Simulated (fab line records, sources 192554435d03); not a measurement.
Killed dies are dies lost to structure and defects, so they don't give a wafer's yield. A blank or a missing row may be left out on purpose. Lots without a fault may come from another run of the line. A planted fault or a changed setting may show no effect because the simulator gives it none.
fab line records | flow n5_finfet
record lots=6 wafers=18 last_day=17
route steps=1938 shown MOL_CONTACT_COAG@576 BEOL_M4@1111 PASSIVATION@1936
lots that met no fault: from a run of the same line without faults
start_h: hours from the record's first day to the start of the lot's first wafer shown | wait_h: hours since the lot's step before | " the same as in the row above | L1.1+2: a row that stands for several wafers | - no value, or no start given | * or withheld: withheld | < > ~ a bound
route shown NAME@n: a module of which the file shows steps, and the number in the route of the first | usual: mean/standard deviation of fault-free wafers | same: alike in all rows | chamber/n: place in a boat | sites: the reading at each site | _std_site: their standard deviation | _edge_site: outer sites' mean less inner sites' | radius_mm: how far each site lies from the wafer's centre | mask NAME#n: copy n | behind: the tool/chamber that last shaped the wafer | hold: why the lot was held/for how many hours/how that ended | device: the transistor (n, p or np) that didn't switch | end of line: the same wafers' tests at the end of the route | a step without rows: its recipe alone | killed: dies lost to structure and defects at the first sort, not the wafer's yield | map: a wafer's dies, x killed, . not, _ none there
set.NAME: the setting as run; set.NAME@STEP: as run at that earlier step | model.NAME: the simulator's own value behind a step, which no gauge read
lots at some steps of the route; a table a step, a row a wafer
services: from which hour (start_h, from the record's first day; less than 0 if before it) a tool's chamber was out of use, for how many hours, and why
## steps
# step N5_MOL_CONTACT_COAG_DESCUM_88
# recipe chemistry=O2 time_s=7 source_power_w=50 bias_power_w=20 pressure_mtorr=20 rf_frequency_hz=2.712e+07 temp_c=40 resist=CAR-EUV o2_flow_sccm=225
# usual drypump_motor_current_A=5.8/0.62 oes_product_au=0.77/0.081 rf_vpp_V=242.9/1.3 showerhead_plenum_p_Torr=2.07/0.069 throttle_valve_pct=20.39/0.23
# columns lot.wafer tool chamber start_h wait_h drypump_motor_current_A oes_product_au rf_hours_counter_h rf_vpp_V showerhead_plenum_p_Torr throttle_valve_pct
L874.1 rie_diel-06 2 111.87 0.0 5.3 0.87 41 241.9 2.03 20.02
L874.2 " 1 " " 5.8 0.68 228 244.1 2.16 20.49
L874.4 " 3 " " 4.8 0.79 109 242.5 2.01 20.23
L877.2 rie_diel-01 3 132.49 0.4 5.9 0.69 240 242.7 2.14 20.31
L877.3 " 0 " " 6.2 0.69 243 241.5 1.97 20.23
L877.6 " 2 " " 6.7 0.78 - 243.5 2.11 20.42
L880.1 rie_diel-05 0 151.43 0.1 5.3 0.67 216 244.7 2.17 20.55
L880.3 " 2 " " 5.6 0.79 128 244.1 2.11 20.43
L880.4 " 1 " " 6.0 0.85 55 242.6 2.05 20.56
L881.1 rie_diel-06 2 153.82 0.1 5.3 0.86 55 241.6 2.02 20.05
L881.3 " 0 " " 6.4 0.74 153 241.8 2.02 20.67
L881.5 " 2 " " 5.3 0.85 - 243.3 2.02 20.03
L888.4 rie_diel-06 0 194.74 0.0 6.4 0.73 167 241.4 2.01 20.72
L888.5 " 0 " " 6.4 0.73 - 242.6 2.01 20.71
L888.6 " 3 " " 4.8 0.76 - 242.1 2.00 20.27
L889.1 rie_diel-06 2 200.03 0.1 5.3 0.83 74 241.2 2.02 20.05
L889.3 " 0 " " 6.4 0.74 170 242.3 2.01 20.69
L889.5 " 2 " " 5.3 0.83 - 243.9 2.02 20.07
# step N5_MOL_CONTACT_COAG_ETCH_89
# recipe chemistry=N2/H2 target=underlayer target_depth_a=130 mask_material=CAR-EUV time_s=10.4 ion_energy_ev=200 pressure_mtorr=30 source_w=840 bias_w=150 n2_flow_sccm=200 h2_flow_sccm=200 ends=cleared
# usual drypump_motor_current_A=5.8/0.62 etch_rf_on_time_s=10.46/0.28 oes_product_au=0.66/0.071 rf_fwd_power_W=819.1/2.6 rf_vpp_V=523.4/2.5 showerhead_plenum_p_Torr=2.52/0.082 throttle_valve_pct=17.87/0.18
# columns lot.wafer tool chamber start_h wait_h drypump_motor_current_A etch_rf_on_time_s oes_product_au rf_fwd_power_W rf_hours_counter_h rf_vpp_V showerhead_plenum_p_Torr throttle_valve_pct
L874.1 rie_diel-06 2 111.90 0.0 5.3 10.44 0.74 819.1 41 523.7 2.49 17.55
L874.2 " 1 " " 5.8 11.18 0.56 815.8 228 524.2 2.63 17.99
L874.4 " 3 " " 4.8 10.19 0.68 816.6 109 522.6 2.47 17.84
L877.2 rie_diel-01 3 132.53 0.0 5.9 10.15 0.60 825.4 240 527.5 2.61 17.81
L877.3 " 0 " " 6.2 10.36 0.58 817.4 243 518.1 2.41 17.94
L877.6 " 2 " " 6.7 10.42 0.66 816.1 - 524.0 2.55 17.80
L880.1 rie_diel-05 0 151.47 0.0 5.3 10.83 0.58 818.6 216 528.1 2.64 18.00
L880.3 " 2 " " 5.5 10.40 0.67 817.5 128 524.1 2.54 17.71
L880.4 " 1 " " 6.0 10.06 0.74 813.1 55 522.6 2.49 18.02
L881.1 rie_diel-06 2 153.85 0.0 5.3 10.54 0.73 823.0 55 522.2 2.48 17.58
L881.3 " 0 " " 6.3 10.50 0.64 819.4 153 521.9 2.44 17.99
L881.5 " 2 " " 5.3 10.56 0.73 818.9 - 522.4 2.48 17.59
L888.4 rie_diel-06 0 194.78 0.0 6.4 10.60 0.62 819.7 167 520.1 2.44 18.02
L888.5 " 0 " " 6.4 10.65 0.62 818.4 - 522.6 2.44 18.01
L888.6 " 3 " " 4.8 10.23 0.66 817.3 - 520.4 2.46 17.90
L889.1 rie_diel-06 2 200.06 0.0 5.3 10.52 0.70 818.3 74 520.7 2.47 17.63
L889.3 " 0 " " 6.4 10.76 0.62 823.5 170 521.2 2.44 18.01
L889.5 " 2 " " 5.3 10.54 0.70 818.7 - 521.6 2.47 17.62
# step N5_MOL_CONTACT_COAG_ETCH_90
# recipe chemistry=CF4 target=SiARC target_depth_a=130 mask_material=CAR-EUV time_s=21.7 ion_energy_ev=80 pressure_mtorr=40 source_w=545 bias_w=36 Ar_flow_sccm=100 cf4_flow_sccm=100 ends=cleared
# step N5_MOL_CONTACT_COAG_ALD_131
# recipe material=SiO2 target_thk_a=50 temp_c=100 ald_precursor_family=BDEAS ald_co_reactant=O2-plasma pulse_time_s=1 co_reactant_pulse_time_s=1 purge_time_s=2 co_reactant_purge_time_s=2 ald_cycles=35 pressure_torr=2
# usual heater_power_w=75/7.2 precursor_pulse_height_rel=1.001/0.02
# same pulse_time_s=1
# columns lot.wafer tool chamber start_h wait_h heater_power_w precursor_pulse_height_rel
L874.1 ald_sin-01 3 112.00 0.1 75 0.957
L874.2 " 1 " " 78 0.997
L874.4 " 0 " " 66 0.960
L877.2 ald_sin-03 2 132.84 0.3 67 0.990
L877.3 " 1 " " 82 1.007
L877.6 " 0 " " 71 0.987
L880.1 ald_sin-01 3 151.57 0.1 76 1.011
L880.3 " 0 " " 68 1.038
L880.4 " 1 " " 80 1.010
L881.1 ald_sin-03 0 153.95 0.1 70 0.997
L881.3 " 1 " " 81 0.996
L881.5 " 3 " " 91 0.989
L888.4 ald_sin-02 1 195.13 0.3 80 0.972
L888.5 " 1 " " 82 0.999
L888.6 " 2 " " 73 0.987
L889.1 ald_sin-03 1 200.16 0.1 82 0.997
L889.3 " 3 " " 86 1.002
L889.5 " 2 " " 68 1.011
# step N5_MOL_CONTACT_COAG_ETCHBACK_132
# recipe chemistry=CHF3 target=SiO2 target_depth_a=100 time_s=6.7 ion_energy_ev=200 pressure_mtorr=30 source_w=610 bias_w=170 Ar_flow_sccm=200 CHF3_flow_sccm=50
# step N5_MOL_CONTACT_COAG_ETCH_91
# recipe chemistry=N2/H2 target=SOC target_depth_a=600 overetch_a=210 mask_material=SiARC temp_c=40 time_s=101.2 ion_energy_ev=200 pressure_mtorr=30 source_w=840 bias_w=150 n2_flow_sccm=200 h2_flow_sccm=200
# step N5_MOL_CONTACT_COAG_STRIP_92
# recipe chemistry=N2/H2 temp_c=40 n2_flow_sccm=200 h2_flow_sccm=200 rf_frequency_hz=6e+07
# step N5_MOL_CONTACT_COAG_STRIP_93
# recipe chemistry=N2/H2 temp_c=40 n2_flow_sccm=200 h2_flow_sccm=200 rf_frequency_hz=6e+07
# step N5_MOL_CONTACT_COAG_ETCHBACK_135
# recipe chemistry=CHF3 target=SiO2 target_depth_a=250 time_s=16.7 ion_energy_ev=200 pressure_mtorr=30 source_w=610 bias_w=170 Ar_flow_sccm=200 CHF3_flow_sccm=50
# step N5_MOL_CONTACT_COAG_STRIP_118
# recipe chemistry=CHF3 resist=SiARC rf_frequency_hz=6e+07
# step N5_MOL_CONTACT_COAG_VIA_ETCH_46
# recipe chemistry=C4F6/O2 target_depth_a=460 overetch_a=92 mask_material=SOC target=SiO2 bias_w=455 pressure_mtorr=10 time_s=40 source_w=325 Ar_flow_sccm=300 C4F6_flow_sccm=10 O2_flow_sccm=10 ion_energy_ev=575.3 ends=end_point
# usual drypump_motor_current_A=5.7/0.64 mfc_ar_sccm=300.0/0.95 oes_f_703_au=0.78/0.071 oes_o_777_au=0.78/0.07 oes_product_au=0.69/0.064 rf_fwd_power_W=322.8/1.1 rf_vpp_V=1572/25 showerhead_plenum_p_Torr=2.79/0.082 throttle_valve_pct=40.7/0.32
# columns lot.wafer tool chamber start_h wait_h drypump_motor_current_A mfc_ar_sccm oes_f_703_au oes_o_777_au oes_product_au rf_fwd_power_W rf_hours_counter_h rf_vpp_V showerhead_plenum_p_Torr throttle_valve_pct
L874.1 rie_diel-05 3 112.37 0.0 6.7 299.5 0.75 0.74 0.67 320.4 180 1544 2.71 41.4
L874.2 " 0 " " 5.3 300.6 0.70 0.71 0.62 322.6 201 1612 2.91 40.4
L874.4 " 0 " " 5.3 301.2 0.70 0.71 0.62 322.9 - 1614 2.91 40.4
L877.2 rie_diel-06 3 133.18 0.0 4.8 300.2 0.81 0.81 0.70 322.0 116 1551 2.74 40.7
L877.3 " 1 " " 5.8 300.7 0.67 0.68 0.62 323.9 237 1576 2.89 40.4
L877.6 " 2 " " 5.3 297.8 0.85 0.84 0.78 323.6 - 1604 2.76 40.6
L880.1 rie_diel-06 1 151.90 0.0 5.8 299.9 0.66 0.67 0.61 323.0 243 1577 2.89 40.4
L880.3 " 2 " " 5.3 300.0 0.84 0.83 0.75 322.8 54 1604 2.76 40.6
L880.4 " 0 " " 6.4 298.7 0.76 0.76 0.67 320.7 152 1537 2.73 41.1
L881.1 rie_diel-01 1 154.29 0.0 5.3 301.0 0.76 0.75 0.67 320.2 164 1593 2.81 40.9
L881.3 " 2 " " 6.7 299.5 0.77 0.78 0.68 322.7 157 1594 2.83 40.5
L881.5 " 2 " " 6.7 299.8 0.77 0.78 0.69 321.6 - 1593 2.83 40.5
L888.4 rie_diel-06 1 195.65 0.0 5.8 300.5 0.95 0.96 0.87 324.4 2 1574 2.89 40.3
L888.5 " 2 " " 5.4 298.8 0.82 0.82 0.74 321.8 - 1605 2.75 40.6
L888.6 " 3 " " 4.8 300.9 0.80 0.79 0.68 323.8 - 1550 2.73 40.7
L889.1 rie_diel-06 0 200.50 0.0 6.4 301.4 0.74 0.75 0.66 322.9 170 1538 2.72 41.1
L889.3 " 2 " " 5.3 301.3 0.81 0.81 0.74 323.0 74 1604 2.75 40.6
L889.5 " 2 " " 5.3 300.0 0.81 0.81 0.75 324.6 - 1604 2.75 40.6
# step N5_MOL_CONTACT_COAG_STRIP_96
# recipe chemistry=N2/H2 power_w=500 temp_c=40 pressure_mtorr=50 rf_frequency_hz=6e+07 overash_fraction=0.3 bias_power_w=28 h2_frac=0.5 n2_flow_sccm=300 h2_flow_sccm=300
# step N5_MOL_CONTACT_COAG_ETCH_47
# recipe chemistry=CH3F/O2 target=SiNx target_depth_a=270 mask_material=SiO2 stop_on=W over_etch_frac=0.2 ion_energy_ev=120 endpoint=OES-CN pressure_mtorr=30 source_w=395 bias_w=73 Ar_flow_sccm=150 CH3F_flow_sccm=30 O2_flow_sccm=20 ends=end_point
# usual drypump_motor_current_A=5.7/0.64 etch_rf_on_time_s=31.5/0.65 mfc_ar_sccm=149.9/0.36 oes_f_703_au=0.78/0.073 oes_o_777_au=0.78/0.07 oes_product_au=0.69/0.07 rf_fwd_power_W=386.1/1.7 rf_vpp_V=295/5.1 showerhead_plenum_p_Torr=1.96/0.061 throttle_valve_pct=16.29/0.21
# columns lot.wafer tool chamber start_h wait_h drypump_motor_current_A etch_rf_on_time_s mfc_ar_sccm oes_f_703_au oes_o_777_au oes_product_au rf_fwd_power_W rf_hours_counter_h rf_vpp_V showerhead_plenum_p_Torr throttle_valve_pct model.etch.t_clear_s model.etch.over_etch_s
L874.1 rie_diel-05 3 112.48 0.0 6.7 32.2 149.8 0.75 0.76 0.66 385.3 180 290 1.90 16.46 26.81 5.362
L874.2 " 0 " " 5.3 32.8 150.2 0.69 0.71 0.60 387.1 201 303 2.05 16.35 27.34 5.467
L874.4 " 0 " " 5.3 32.3 150.2 0.69 0.70 0.62 387.5 - 303 2.05 16.34 26.94 5.389
L877.2 rie_diel-06 3 133.29 0.0 4.8 30.7 150.1 0.82 0.81 0.71 385.9 116 290 1.93 16.21 25.59 5.119
L877.3 " 1 " " 5.8 33.1 150.7 0.65 0.67 0.59 385.4 237 296 2.04 16.39 27.62 5.523
L877.6 " 2 " " 5.3 31.1 149.6 0.84 0.84 0.77 384.2 - 300 1.94 15.95 25.93 5.185
L880.1 rie_diel-06 1 152.01 0.0 5.8 33.3 149.8 0.65 0.67 0.59 386.2 243 295 2.04 16.38 27.73 5.546
L880.3 " 2 " " 5.3 31.1 150.5 0.83 0.83 0.76 384.9 54 301 1.94 15.97 25.91 5.182
L880.4 " 0 " " 6.4 31.5 149.7 0.76 0.76 0.66 384.9 152 287 1.92 16.52 26.29 5.257
L881.1 rie_diel-01 1 154.40 0.0 5.3 31.5 149.7 0.75 0.76 0.66 382.7 164 298 1.98 16.53 26.25 5.25
L881.3 " 2 " " 6.7 31.6 149.5 0.76 0.79 0.69 385.4 157 298 1.99 16.23 26.31 5.262
L881.5 " 2 " " 6.7 31.5 149.7 0.77 0.78 0.69 387.1 - 300 1.99 16.22 26.23 5.246
L888.4 rie_diel-06 1 195.76 0.0 5.8 29.0 150.1 1.24 1.17 0.90 479.8 2 265 2.04 15.92 24.21 4.841
L888.5 " 2 " " 5.3 28.9 150.0 1.06 1.00 0.77 479.4 - 272 1.93 16.02 24.04 4.808
L888.6 " 3 " " 4.8 28.3 149.8 1.05 0.96 0.72 484.3 - 262 1.92 16.28 23.57 4.713
L889.1 rie_diel-06 0 200.61 0.0 6.4 30.0 149.4 0.98 0.92 0.67 479.7 170 260 1.91 16.55 25.01 5.002
L889.3 " 2 " " 5.3 29.0 150.2 1.06 0.99 0.77 479.4 74 273 1.93 16.00 24.15 4.83
L889.5 " 2 " " 5.3 28.9 149.9 1.06 0.99 0.78 478.2 - 272 1.93 16.02 24.04 4.808
# step N5_MOL_CONTACT_COAG_STRIP_119
# recipe chemistry=N2/H2 time_s=30 power_w=1000 temp_c=250 pressure_mtorr=withheld n2_flow_sccm=1750 h2_flow_sccm=3250
# usual drypump_motor_current_A=5.7/0.44 heater_power_w=313/24
# columns lot.wafer tool chamber start_h wait_h drypump_motor_current_A heater_power_w rf_hours_counter_h
L874.1 plasma_asher-01 1 112.56 0.1 6.3 318 94
L874.2 " 0 " " 5.6 344 94
L874.4 " 0 " " 5.6 333 -
L877.2 plasma_asher-02 1 133.54 0.2 5.1 270 47
L877.3 " 1 " " 5.1 270 -
L877.6 " 0 " " 5.4 328 -
L880.1 plasma_asher-01 0 152.09 0.1 5.6 333 101
L880.3 " 0 " " 5.6 328 -
L880.4 " 1 " " 6.3 315 -
L881.1 plasma_asher-02 0 154.48 0.1 5.4 324 52
L881.3 " 1 " " 5.1 276 -
L881.5 " 0 " " 5.4 326 -
L888.4 plasma_asher-01 1 195.86 0.1 6.3 317 -
L888.5 " 1 " " 6.3 320 -
L888.6 " 0 " " 5.6 329 -
L889.1 plasma_asher-02 1 200.69 0.1 5.1 273 60
L889.3 " 1 " " 5.1 264 -
L889.5 " 0 " " 5.4 330 -
# step N5_BEOL_M4_RC_MEAS_101
# usual DIBL_N=36.5/2 DIBL_P=36.5/2.3 IOFF_N=0.16/0.036 IOFF_P=0.21/0.037 ION_N=672/12 ION_P=459/7.1 SS_N=71.6/0.73 SS_P=73.4/0.76 VT_N=250/3.3 VT_P=-250.5/2.9
# columns lot.wafer tool chamber start_h wait_h DIBL_N[mV/V] DIBL_P[mV/V] IOFF_N[nA/um] IOFF_P[nA/um] ION_N[uA/um] ION_P[uA/um] SS_N[mV/dec] SS_P[mV/dec] VT_N[mV] VT_P[mV]
L874.1 prober-01 0 186.23 0.0 35.3 33.7 0.12 0.17 656 450 70.8 72.3 253 -253.3
L874.2 " 0 " " 38.8 37.1 0.19 0.23 669 453 71.4 73.3 246 -249.2
L874.4 " 0 " " 34.1 31.7 0.11 0.15 666 463 70.5 71.3 253 -252.2
L877.2 prober-01 0 195.08 0.2 33.8 33.6 0.12 0.17 663 459 70.6 72.7 254 -252.6
L877.3 " 0 " " 33.8 33.8 0.13 0.18 676 461 70.0 73.0 251 -252.3
L877.6 " 0 " " 34.6 33.9 0.13 0.17 670 459 70.1 73.0 255 -252.6
L880.1 prober-01 0 226.88 0.0 35.7 34.9 0.14 0.17 661 450 70.6 73.3 253 -253.3
L880.3 " 0 " " 35.6 35.4 0.13 0.17 656 451 70.5 73.1 253 -254.8
L880.4 " 0 " " 38.8 37.9 0.21 0.23 682 464 72.0 74.3 246 -250.4
L881.1 prober-02 0 229.43 0.0 35.0 35.5 0.13 0.18 672 459 71.7 72.7 250 -250.2
L881.3 " 0 " " 32.3 32.5 0.11 0.15 662 457 71.0 72.0 253 -253.1
L881.5 " 0 " " 35.6 37.0 0.16 0.22 679 464 71.3 73.5 247 -247.0
L888.4 prober-02 0 263.16 0.5 38.0 36.4 0.15 0.22 680 462 71.2 72.7 253 -250.4
L888.5 " 0 " " 39.0 36.9 0.18 0.22 651 445 72.9 73.1 252 -249.4
L888.6 " 0 " " 37.3 35.8 0.14 0.21 660 457 71.6 72.7 251 -249.5
L889.1 prober-01 0 280.17 0.0 36.2 34.6 0.16 0.19 672 456 71.8 74.1 247 -253.7
L889.3 " 0 " " 34.5 32.5 0.12 0.16 665 454 71.2 72.4 255 -256.7
L889.5 " 0 " " 35.0 33.4 0.13 0.17 671 459 70.8 72.3 249 -251.9
# step N5_PASSIVATION_PROBE_49
# usual defect_limited_yield=91.4/1.4 killed_at_M0_to_M3=33/11 killed_at_M4_up=13/5.3 killed_at_contacts=13/6.1 killed_at_front_end=40/11 killed_at_other=2.9/2.7 killed_dies=102/17 killed_open=68/13 killed_short=32/7.5 sort_bin_5_function=5.1/0.98 sort_bin_6_memory=3.2/0.69 sort_bin_8_speed=0.1/1.1 sort_n_pass=1077/21 sort_yield_pct=91.3/1.7
# same gross_dies=1180 killed_at_back_side=0 sort_bin_4_leakage[%]=0
# columns lot.wafer tool chamber start_h wait_h defect_limited_yield[%] killed_at_M0_to_M3 killed_at_M4_up killed_at_contacts killed_at_front_end killed_at_other killed_dies killed_open killed_short sort_bin_5_function[%] sort_bin_6_memory[%] sort_bin_8_speed[%] sort_n_pass sort_yield_pct[%]
L880.1 prober-02 - 350.59 0.0 91.0 33 15 15 41 2 106 73 32 5.4 3.4 0 1074 91.0
L880.3 prober-02 - 350.69 0.1 89.4 56 12 13 44 0 125 71 49 6.7 3.3 0 1055 89.4
L880.4 prober-02 - 350.74 0.2 90.4 47 8 11 42 5 113 75 38 5.7 3.5 0 1067 90.4
# killed by level:class
L880.1 STI_FIN_REVEAL:geometric_particle:open=13 BEOL_M1:geometric_particle:open=11 MOL_CONTACT_COAG:geometric_particle:open=10 BEOL_M4:geometric_particle:open=10 BEOL_M3:geometric_particle:open=8 FIN_SAQP:geometric_particle:short=6 FIN_SAQP:geometric_particle:open=5 GATE_CUT:geometric_particle:short=5
L880.3 STI_FIN_REVEAL:geometric_particle:open=13 BEOL_M0_SAQP:geometric_particle:short=11 MOL_CONTACT_COAG:geometric_particle:open=10 BEOL_M3:geometric_particle:open=10 BEOL_M2:geometric_particle:open=8 BEOL_M1:geometric_particle:open=7 FIN_SAQP:geometric_particle:open=6 BEOL_M4:geometric_particle:open=6
L880.4 BEOL_M1:geometric_particle:open=18 STI_FIN_REVEAL:geometric_particle:open=14 FIN_SAQP:geometric_particle:short=12 BEOL_M0_SAQP:geometric_particle:short=8 BEOL_M3:geometric_particle:open=8 MOL_CONTACT_COAG:geometric_particle:open=7 BEOL_M0_SAQP:geometric_particle:open=7 FIN_SAQP:geometric_particle:open=5
## services
# columns tool chamber start_h hours kind
rie_diel-05 - 88.48 0.2 repair
rie_diel-05 2 106.14 16.1 repair
ald_sin-01 2 109.21 3.2 repair
rie_diel-05 1 116.27 3.7 repair
rie_diel-06 2 128.59 2.3 repair
plasma_asher-01 - 132.64 4.5 repair
rie_diel-01 0 153.21 - clean
rie_diel-01 0 153.21 - consumable_replace:focus_ring
rie_diel-01 0 153.21 - consumable_replace:showerhead
rie_diel-01 0 153.21 21.3 scheduled_down
rie_diel-01 0 153.21 21.3 vent_cycle
rie_diel-05 0 156.68 4.6 repair
plasma_asher-02 - 172.77 8.9 repair
rie_diel-06 1 173.05 - clean
rie_diel-06 1 173.05 - consumable_replace:focus_ring
rie_diel-06 1 173.05 16.4 scheduled_down
rie_diel-06 1 173.05 16.4 vent_cycle
rie_diel-06 0 176.57 2.9 repair
ald_sin-03 - 177.13 14.0 pm
rie_diel-01 3 183.44 7.2 repair
rie_diel-01 3 190.78 - clean
rie_diel-01 3 190.78 - consumable_replace:esc
ald_sin-02 3 197.71 27.5 repair
rie_diel-06 1 199.25 14.5 repair
## key
first_sign step=N5_MOL_CONTACT_COAG_ETCH_47 reading=rf_fwd_power_W direction=up sigmas=54 usual=* struck=*
effect step=N5_MOL_CONTACT_COAG_ETCH_47 reading=rf_vpp_V direction=down sigmas=5.3 usual=295 struck=267
model_effect step=N5_MOL_CONTACT_COAG_ETCH_47 value=etch.t_clear_s without=26.23 struck=24.17
met_at N5_MOL_CONTACT_COAG_ETCH_47
struck_wafers L888.4,L888.5,L888.6,L889.1,L889.3,L889.5
onset_between 152.01 195.76
fault kind=process_parameter_drift tool=rie_diel-06 chamber=- onset_h=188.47 steps=N5_MOL_CONTACT_COAG_ETCH_47 channel=source_w offset=94.8 shape=step end_h=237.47 acts_in=these_recipes_only stated=395
